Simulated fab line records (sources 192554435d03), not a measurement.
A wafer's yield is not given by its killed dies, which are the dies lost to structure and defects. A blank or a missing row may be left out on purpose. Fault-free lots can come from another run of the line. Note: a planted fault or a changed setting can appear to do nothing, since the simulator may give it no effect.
fab line records / flow n5_finfet
[record] lots = 4 wafers = 12 last_day = 16
route steps=1938 shown BEOL_M8@1395 BEOL_M9@1401 PASSIVATION@1936
lots untouched by any fault: they come from a run of this same line in which no faults occurred
start_h: the number of hours between the record's first day and the start of the first shown wafer of the lot / wait_h: hours elapsed since this lot's preceding step / " repeats the value in the row above / L1.1+2: a row that stands for several wafers / - either no value or no given start / * or withheld: withheld / < > ~ a bound
route shown NAME@n: NAME is a module with steps in the file, n the number in the route of the first one / usual: mean/standard deviation of fault-free wafers / same: alike in all rows / chamber/n: place in a boat / sites: each site's reading / _std_site: the values' standard deviation / _edge_site: outer sites' mean less inner sites' / radius_mm: how far each site lies from the wafer's centre / mask NAME#n: copy n / behind: the tool/chamber that last shaped the wafer / hold: cause of the lot's hold/its duration in hours/its outcome / device: the n, p or np transistor that did not switch / end of line: the tests these same wafers got at the end of their route / for a step that has no rows: nothing shown but its recipe / killed: the dies lost at the first sort to structure and to defects; this is not the yield of the wafer / map: the dies of a wafer, with x for killed, . for not killed, _ for no die there
set.NAME: the setting as run; set.NAME@STEP: as run at that earlier step / model.NAME: the simulator's own value behind a step, which no gauge read
certain route steps with their lots: each step a table, each wafer a row
services: a tool's chamber out of use, with start hour (start_h, from the record's first day; less than 0 if before it), hours out, and reason
[[steps]]
[step N5_BEOL_M8_CMP_52]
[recipe] stop_on = SiCOH_lowk t_overpolish_s = 6.9 down_force_psi = 1 platen_rpm = 50 clearing_platen_down_force_psi = 1.5 clearing_platen_rpm = 50 post_cmp_clean = cu_alkaline target_thk_nm = 80 clearing_platen_pad_velocity_m_s = 0.99484 pad_velocity_m_s = 0.99484
[step N5_BEOL_M8_PRE_CLEAN_55]
[recipe] gas = NH3 time_s = 15 temp_c = withheld rf_power_w = 300
[step N5_BEOL_M8_DEP_56]
[recipe] material = SiCN target_thk_a = 100 temp_c = withheld precursor = 3MS/NH3 pressure_torr = 3 rf_w = 202 time_s = 17.5
[step N5_BEOL_M9_ILD_DEP_00]
[recipe] material = SiCOH_lowk target_thk_a = 3085.1 temp_c = 300 precursor = DEMS/porogen pressure_torr = 5 rf_w = 500 time_s = 58
[step N5_BEOL_M9_CURE_71]
[recipe] temp_c = 385 time_s = 240 ambient = He/Ar material = SiCOH_lowk
[step N5_BEOL_M9_PECVD_70]
[recipe] material = SiO2 target_thk_a = 200 temp_c = 400 precursor = TEOS/O2 pressure_torr = 5.5 rf_w = 450 teos_flow_sccm = 53.8 gas = O2 flow_sccm = 3000 time_s = 22.7
[step N5_BEOL_M9_HM_DEP_02]
[recipe] material = TiN target_thk_a = 200 temp_c = 25 chamber_pressure_pa = 0.49996
[step N5_BEOL_M9_COAT_59]
[recipe] resist = SOC temp_c = 250 time_s = 60 spin_rpm = 1500 resist_thk_nm = 100
[step N5_BEOL_M9_COAT_60]
[recipe] resist = SiARC temp_c = 220 time_s = 60 spin_rpm = 1500 resist_thk_nm = 30
[usual] spin_speed_rpm = 1499.9/1
lot.wafer=L289.1 tool=litho_track-01 chamber=0 start_h=260.47 wait_h=- spin_speed_rpm=1501.7 model.SiARC_of_BEOL_M9_COAT_60.thk_nm=30
lot.wafer=L289.5 tool=litho_track-01 chamber=0 start_h=260.47 wait_h=- spin_speed_rpm=1500.4 model.SiARC_of_BEOL_M9_COAT_60.thk_nm=30
lot.wafer=L289.6 tool=litho_track-01 chamber=0 start_h=260.47 wait_h=- spin_speed_rpm=1498.8 model.SiARC_of_BEOL_M9_COAT_60.thk_nm=30.2
lot.wafer=L293.2 tool=litho_track-01 chamber=0 start_h=286.91 wait_h=- spin_speed_rpm=1561.6 model.SiARC_of_BEOL_M9_COAT_60.thk_nm=29.4
lot.wafer=L293.3 tool=litho_track-01 chamber=0 start_h=286.91 wait_h=- spin_speed_rpm=1560.9 model.SiARC_of_BEOL_M9_COAT_60.thk_nm=29.6
lot.wafer=L293.4 tool=litho_track-01 chamber=0 start_h=286.91 wait_h=- spin_speed_rpm=1561.6 model.SiARC_of_BEOL_M9_COAT_60.thk_nm=29.6
lot.wafer=L296.2 tool=litho_track-01 chamber=0 start_h=306.78 wait_h=- spin_speed_rpm=1561.0 model.SiARC_of_BEOL_M9_COAT_60.thk_nm=29.4
lot.wafer=L296.5 tool=litho_track-01 chamber=0 start_h=306.78 wait_h=- spin_speed_rpm=1559.3 model.SiARC_of_BEOL_M9_COAT_60.thk_nm=29.6
lot.wafer=L296.6 tool=litho_track-01 chamber=0 start_h=306.78 wait_h=- spin_speed_rpm=1560.2 model.SiARC_of_BEOL_M9_COAT_60.thk_nm=29.4
lot.wafer=L301.3 tool=litho_track-02 chamber=0 start_h=326.31 wait_h=- spin_speed_rpm=1499.3 model.SiARC_of_BEOL_M9_COAT_60.thk_nm=30
lot.wafer=L301.4 tool=litho_track-02 chamber=0 start_h=326.31 wait_h=- spin_speed_rpm=1500.4 model.SiARC_of_BEOL_M9_COAT_60.thk_nm=30
lot.wafer=L301.5 tool=litho_track-02 chamber=0 start_h=326.31 wait_h=- spin_speed_rpm=1497.0 model.SiARC_of_BEOL_M9_COAT_60.thk_nm=30
[step N5_BEOL_M9_COAT_05]
[recipe] resist = CAR-ArF spin_rpm = 1500 resist_thk_nm = 90
[step N5_BEOL_M9_EBR_07]
[recipe] solvent = PGMEA ebr_width_mm = 1.5
[step N5_BEOL_M9_SOFTBAKE_06]
[recipe] temp_c = 110 time_s = 60 resist = CAR-ArF
[step N5_BEOL_M9_EXPOSE_08]
[recipe] mask_id = M9 na = 1.35 source_shape = dipole sigma_inner = 0.411 sigma_outer = 0.611 polarization = te dose_mj = 53.75
[step N5_BEOL_M9_PEB_09]
[recipe] peb_temp_c = withheld peb_time_s = 60 resist = CAR-ArF
[step N5_BEOL_M9_DEVELOP_10]
[recipe] develop_time_s = 30 developer = TMAH resist = CAR-ArF rinse_liquid = diw dry = air_spin dev_temp_c = 23
[step N5_BEOL_M9_DESCUM_16]
[recipe] chemistry = O2 time_s = 7.9 source_power_w = 50 bias_power_w = 20 pressure_mtorr = 20 rf_frequency_hz = 2.712e+07 temp_c = 40 resist = CAR-ArF o2_flow_sccm = 225
[step N5_BEOL_M9_ETCH_61]
[recipe] chemistry = CF4 target = SiARC target_depth_a = 390 mask_material = CAR-ArF time_s = 65 ion_energy_ev = 80 pressure_mtorr = 40 source_w = 545 bias_w = 36 Ar_flow_sccm = 100 cf4_flow_sccm = 100 ends = cleared
[usual] drypump_motor_current_A = 5.4/0.48 etch_rf_on_time_s = 64.0/1.6 oes_product_au = 0.70/0.088 rf_vpp_V = 184.4/1.2 showerhead_plenum_p_Torr = 2.16/0.073 throttle_valve_pct = 15.5/0.31
lot.wafer=L289.1 tool=rie_diel-02 chamber=3 start_h=260.97 wait_h=0.0 drypump_motor_current_A=4.9 etch_rf_on_time_s=64.4 oes_product_au=0.71 rf_hours_counter_h=68 rf_vpp_V=183.4 showerhead_plenum_p_Torr=2.10 throttle_valve_pct=15.7 model.etch.depth_nm=29.99 model.CAR-ArF_of_BEOL_M9_COAT_05.thk_nm=55.6
lot.wafer=L289.5 tool=rie_diel-02 chamber=1 start_h=260.97 wait_h=0.0 drypump_motor_current_A=5.6 etch_rf_on_time_s=63.8 oes_product_au=0.62 rf_hours_counter_h=- rf_vpp_V=185.5 showerhead_plenum_p_Torr=2.23 throttle_valve_pct=15.9 model.etch.depth_nm=30.02 model.CAR-ArF_of_BEOL_M9_COAT_05.thk_nm=55.6
lot.wafer=L289.6 tool=rie_diel-02 chamber=2 start_h=260.97 wait_h=0.0 drypump_motor_current_A=5.1 etch_rf_on_time_s=69.0 oes_product_au=0.58 rf_hours_counter_h=- rf_vpp_V=181.9 showerhead_plenum_p_Torr=2.12 throttle_valve_pct=15.6 model.etch.depth_nm=30.17 model.CAR-ArF_of_BEOL_M9_COAT_05.thk_nm=55.8
lot.wafer=L293.2 tool=rie_diel-04 chamber=3 start_h=287.97 wait_h=0.0 drypump_motor_current_A=5.9 etch_rf_on_time_s=63.8 oes_product_au=0.58 rf_hours_counter_h=247 rf_vpp_V=182.9 showerhead_plenum_p_Torr=2.03 throttle_valve_pct=16.1 model.etch.depth_nm=29.49 model.CAR-ArF_of_BEOL_M9_COAT_05.thk_nm=56.2
lot.wafer=L293.3 tool=rie_diel-04 chamber=1 start_h=287.97 wait_h=0.0 drypump_motor_current_A=5.1 etch_rf_on_time_s=61.8 oes_product_au=0.79 rf_hours_counter_h=26 rf_vpp_V=185.2 showerhead_plenum_p_Torr=2.18 throttle_valve_pct=15.2 model.etch.depth_nm=29.5 model.CAR-ArF_of_BEOL_M9_COAT_05.thk_nm=56
lot.wafer=L293.4 tool=rie_diel-04 chamber=0 start_h=287.97 wait_h=0.0 drypump_motor_current_A=5.4 etch_rf_on_time_s=62.4 oes_product_au=0.75 rf_hours_counter_h=47 rf_vpp_V=183.9 showerhead_plenum_p_Torr=2.09 throttle_valve_pct=15.4 model.etch.depth_nm=29.51 model.CAR-ArF_of_BEOL_M9_COAT_05.thk_nm=56.2
lot.wafer=L296.2 tool=rie_diel-01 chamber=1 start_h=307.27 wait_h=0.0 drypump_motor_current_A=6.0 etch_rf_on_time_s=60.2 oes_product_au=0.79 rf_hours_counter_h=38 rf_vpp_V=184.5 showerhead_plenum_p_Torr=2.09 throttle_valve_pct=15.1 model.etch.depth_nm=29.47 model.CAR-ArF_of_BEOL_M9_COAT_05.thk_nm=55.4
lot.wafer=L296.5 tool=rie_diel-01 chamber=3 start_h=307.27 wait_h=0.0 drypump_motor_current_A=5.7 etch_rf_on_time_s=62.3 oes_product_au=0.58 rf_hours_counter_h=- rf_vpp_V=185.4 showerhead_plenum_p_Torr=2.21 throttle_valve_pct=15.7 model.etch.depth_nm=29.54 model.CAR-ArF_of_BEOL_M9_COAT_05.thk_nm=55.8
lot.wafer=L296.6 tool=rie_diel-01 chamber=0 start_h=307.27 wait_h=0.0 drypump_motor_current_A=5.4 etch_rf_on_time_s=61.3 oes_product_au=0.69 rf_hours_counter_h=- rf_vpp_V=183.8 showerhead_plenum_p_Torr=2.23 throttle_valve_pct=15.6 model.etch.depth_nm=29.48 model.CAR-ArF_of_BEOL_M9_COAT_05.thk_nm=55.8
lot.wafer=L301.3 tool=rie_diel-02 chamber=0 start_h=326.68 wait_h=0.0 drypump_motor_current_A=6.5 etch_rf_on_time_s=63.6 oes_product_au=0.75 rf_hours_counter_h=36 rf_vpp_V=185.6 showerhead_plenum_p_Torr=2.17 throttle_valve_pct=15.0 model.etch.depth_nm=29.98 model.CAR-ArF_of_BEOL_M9_COAT_05.thk_nm=55.6
lot.wafer=L301.4 tool=rie_diel-02 chamber=0 start_h=326.68 wait_h=0.0 drypump_motor_current_A=6.5 etch_rf_on_time_s=64.2 oes_product_au=0.75 rf_hours_counter_h=- rf_vpp_V=185.2 showerhead_plenum_p_Torr=2.17 throttle_valve_pct=15.0 model.etch.depth_nm=30.05 model.CAR-ArF_of_BEOL_M9_COAT_05.thk_nm=55.6
lot.wafer=L301.5 tool=rie_diel-02 chamber=1 start_h=326.68 wait_h=0.0 drypump_motor_current_A=5.6 etch_rf_on_time_s=63.7 oes_product_au=0.61 rf_hours_counter_h=- rf_vpp_V=184.2 showerhead_plenum_p_Torr=2.22 throttle_valve_pct=15.9 model.etch.depth_nm=30.07 model.CAR-ArF_of_BEOL_M9_COAT_05.thk_nm=55.4
[step N5_BEOL_M9_ETCH_62]
[recipe] chemistry = N2/H2 target = SOC target_depth_a = 1100 overetch_a = 220 mask_material = SiARC temp_c = 40 time_s = 165 ion_energy_ev = 200 pressure_mtorr = 30 source_w = 840 bias_w = 150 n2_flow_sccm = 200 h2_flow_sccm = 200
[usual] drypump_motor_current_A = 5.5/0.49 oes_product_au = 0.69/0.082 rf_vpp_V = 524.5/2.6 showerhead_plenum_p_Torr = 2.57/0.089 throttle_valve_pct = 17.73/0.27
lot.wafer=L289.1 tool=rie_diel-02 chamber=3 start_h=261.02 wait_h=0.0 drypump_motor_current_A=4.9 oes_product_au=0.70 rf_hours_counter_h=68 rf_vpp_V=522.5 showerhead_plenum_p_Torr=2.47 throttle_valve_pct=17.95 model.SiARC_of_BEOL_M9_COAT_60.thk_nm=23.6
lot.wafer=L289.5 tool=rie_diel-02 chamber=1 start_h=261.02 wait_h=0.0 drypump_motor_current_A=5.6 oes_product_au=0.61 rf_hours_counter_h=- rf_vpp_V=525.9 showerhead_plenum_p_Torr=2.61 throttle_valve_pct=17.81 model.SiARC_of_BEOL_M9_COAT_60.thk_nm=23.6
lot.wafer=L289.6 tool=rie_diel-02 chamber=2 start_h=261.02 wait_h=0.0 drypump_motor_current_A=5.1 oes_product_au=0.59 rf_hours_counter_h=- rf_vpp_V=522.7 showerhead_plenum_p_Torr=2.52 throttle_valve_pct=17.83 model.SiARC_of_BEOL_M9_COAT_60.thk_nm=24
lot.wafer=L293.2 tool=rie_diel-04 chamber=3 start_h=288.02 wait_h=0.0 drypump_motor_current_A=6.0 oes_product_au=0.58 rf_hours_counter_h=247 rf_vpp_V=519.1 showerhead_plenum_p_Torr=2.39 throttle_valve_pct=18.15 model.SiARC_of_BEOL_M9_COAT_60.thk_nm=23
lot.wafer=L293.3 tool=rie_diel-04 chamber=1 start_h=288.02 wait_h=0.0 drypump_motor_current_A=5.1 oes_product_au=0.77 rf_hours_counter_h=27 rf_vpp_V=525.7 showerhead_plenum_p_Torr=2.60 throttle_valve_pct=17.51 model.SiARC_of_BEOL_M9_COAT_60.thk_nm=23
lot.wafer=L293.4 tool=rie_diel-04 chamber=0 start_h=288.02 wait_h=0.0 drypump_motor_current_A=5.4 oes_product_au=0.74 rf_hours_counter_h=47 rf_vpp_V=522.0 showerhead_plenum_p_Torr=2.48 throttle_valve_pct=17.62 model.SiARC_of_BEOL_M9_COAT_60.thk_nm=22.8
lot.wafer=L296.2 tool=rie_diel-01 chamber=1 start_h=307.32 wait_h=0.0 drypump_motor_current_A=5.9 oes_product_au=0.75 rf_hours_counter_h=38 rf_vpp_V=523.9 showerhead_plenum_p_Torr=2.46 throttle_valve_pct=17.16 model.SiARC_of_BEOL_M9_COAT_60.thk_nm=22.4
lot.wafer=L296.5 tool=rie_diel-01 chamber=3 start_h=307.32 wait_h=0.0 drypump_motor_current_A=5.7 oes_product_au=0.57 rf_hours_counter_h=- rf_vpp_V=525.5 showerhead_plenum_p_Torr=2.60 throttle_valve_pct=17.74 model.SiARC_of_BEOL_M9_COAT_60.thk_nm=23.2
lot.wafer=L296.6 tool=rie_diel-01 chamber=0 start_h=307.32 wait_h=0.0 drypump_motor_current_A=5.3 oes_product_au=0.66 rf_hours_counter_h=- rf_vpp_V=527.6 showerhead_plenum_p_Torr=2.67 throttle_valve_pct=17.84 model.SiARC_of_BEOL_M9_COAT_60.thk_nm=22.6
lot.wafer=L301.3 tool=rie_diel-02 chamber=0 start_h=326.73 wait_h=0.0 drypump_motor_current_A=6.5 oes_product_au=0.74 rf_hours_counter_h=36 rf_vpp_V=525.1 showerhead_plenum_p_Torr=2.60 throttle_valve_pct=17.41 model.SiARC_of_BEOL_M9_COAT_60.thk_nm=23.6
lot.wafer=L301.4 tool=rie_diel-02 chamber=0 start_h=326.73 wait_h=0.0 drypump_motor_current_A=6.5 oes_product_au=0.74 rf_hours_counter_h=- rf_vpp_V=524.8 showerhead_plenum_p_Torr=2.60 throttle_valve_pct=17.39 model.SiARC_of_BEOL_M9_COAT_60.thk_nm=23.8
lot.wafer=L301.5 tool=rie_diel-02 chamber=1 start_h=326.73 wait_h=0.0 drypump_motor_current_A=5.6 oes_product_au=0.60 rf_hours_counter_h=- rf_vpp_V=525.4 showerhead_plenum_p_Torr=2.60 throttle_valve_pct=17.84 model.SiARC_of_BEOL_M9_COAT_60.thk_nm=23.6
[step N5_BEOL_M9_STRIP_68]
[recipe] chemistry = N2/H2 temp_c = 40 n2_flow_sccm = 200 h2_flow_sccm = 200 rf_frequency_hz = 6e+07
[step N5_PASSIVATION_PROBE_49]
[usual] defect_limited_yield = 91.3/1.5 killed_at_M0_to_M3 = 34/11 killed_at_M4_up = 14/6.1 killed_at_contacts = 12/5.9 killed_at_front_end = 39/11 killed_at_other = 4/3.3 killed_dies = 102/18 killed_open = 67/13 killed_short = 33/7.9 sort_bin_5_function = 5.1/1 sort_bin_6_memory = 3.3/0.7 sort_n_pass = 1077/19 sort_yield_pct = 91.3/1.6
[same] gross_dies = 1180 killed_at_back_side = 0 sort_bin_4_leakage[%] = 0 sort_bin_8_speed[%] = 0
lot.wafer=L289.1 tool=prober-01 chamber=- start_h=322.02 wait_h=0.0 defect_limited_yield[%]=92.4 killed_at_M0_to_M3=28 killed_at_M4_up=8 killed_at_contacts=7 killed_at_front_end=40 killed_at_other=7 killed_dies=90 killed_open=49 killed_short=33 sort_bin_5_function[%]=4.1 sort_bin_6_memory[%]=2.6 sort_n_pass=1090 sort_yield_pct[%]=92.4
lot.wafer=L289.5 tool=prober-01 chamber=- start_h=322.22 wait_h=0.2 defect_limited_yield[%]=90.3 killed_at_M0_to_M3=37 killed_at_M4_up=14 killed_at_contacts=13 killed_at_front_end=46 killed_at_other=4 killed_dies=114 killed_open=60 killed_short=50 sort_bin_5_function[%]=4.7 sort_bin_6_memory[%]=4.2 sort_n_pass=1066 sort_yield_pct[%]=90.3
lot.wafer=L289.6 tool=prober-01 chamber=- start_h=322.27 wait_h=0.3 defect_limited_yield[%]=90.7 killed_at_M0_to_M3=28 killed_at_M4_up=15 killed_at_contacts=10 killed_at_front_end=56 killed_at_other=1 killed_dies=110 killed_open=75 killed_short=30 sort_bin_5_function[%]=5.8 sort_bin_6_memory[%]=2.8 sort_n_pass=1070 sort_yield_pct[%]=90.7
// killed by level:class
L289.1 BEOL_M0_SAQP:geometric_particle:short=10 GATE_CUT:geometric_particle:open=9 BEOL_M1:geometric_particle:open=6 HKMG_FIN:area_etch=6 STI_FIN_REVEAL:geometric_particle:open=5 MOL_CONTACT_COAG:geometric_particle:short=4 BEOL_M0_SAQP:geometric_particle:open=4 STARTING-WAFER:geometric_particle:open=4
L289.5 BEOL_M0_SAQP:geometric_particle:short=13 BEOL_M0_SAQP:geometric_particle:open=10 GATE_CUT:geometric_particle:short=9 STI_FIN_REVEAL:geometric_particle:open=8 BEOL_M4:geometric_particle:open=8 FIN_SAQP:geometric_particle:open=7 MOL_CONTACT_COAG:geometric_particle:open=7 MOL_CONTACT_COAG:geometric_particle:short=6
L289.6 STI_FIN_REVEAL:geometric_particle:open=17 MOL_CONTACT_COAG:geometric_particle:open=9 FIN_SAQP:geometric_particle:open=8 BEOL_M2:geometric_particle:open=7 BEOL_M2:geometric_particle:short=7 GATE_CUT:geometric_particle:open=6 DUMMY_GATE:geometric_particle:open=5 STI_FIN_REVEAL:geometric_particle:short=4
[[services]]
tool=rie_diel-02 chamber=1 start_h=264.14 hours=12.0 kind=repair
tool=rie_diel-04 chamber=3 start_h=301.14 hours=- kind=clean
tool=rie_diel-04 chamber=3 start_h=301.14 hours=- kind=consumable_replace:focus_ring
tool=rie_diel-04 chamber=3 start_h=301.14 hours=- kind=consumable_replace:showerhead
tool=rie_diel-04 chamber=3 start_h=301.14 hours=14.8 kind=scheduled_down
tool=rie_diel-04 chamber=3 start_h=301.14 hours=14.8 kind=vent_cycle
tool=rie_diel-02 chamber=2 start_h=311.35 hours=- kind=clean
tool=rie_diel-02 chamber=2 start_h=311.35 hours=- kind=consumable_replace:focus_ring
tool=rie_diel-02 chamber=2 start_h=311.35 hours=23.3 kind=scheduled_down
tool=rie_diel-02 chamber=2 start_h=311.35 hours=23.3 kind=vent_cycle
tool=litho_track-01 chamber=- start_h=322.30 hours=- kind=consumable_replace:filter
[[key]]
[first_sign] step = N5_BEOL_M9_COAT_60 reading = spin_speed_rpm direction = up sigmas = 60 usual = * struck = *
effect none on later readings
[model_effect] step = N5_BEOL_M9_COAT_60 value = SiARC_of_BEOL_M9_COAT_60.thk_nm without = 30.03 struck = 29.5
[model_effect] step = N5_BEOL_M9_ETCH_61 value = etch.depth_nm without = 30.08 struck = 29.5
[model_effect] step = N5_BEOL_M9_ETCH_62 value = SiARC_of_BEOL_M9_COAT_60.thk_nm without = 23.4 struck = 22.83
met_at N5_BEOL_M9_COAT_60
struck_wafers L293.2,L293.3,L293.4,L296.2,L296.5,L296.6
onset_between 260.47 286.91
[fault] kind = process_parameter_drift tool = litho_track-01 chamber = - onset_h = 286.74 steps = N5_BEOL_M9_COAT_60 channel = spin_rpm offset = * shape = step end_h = 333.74 acts_in = * stated = *
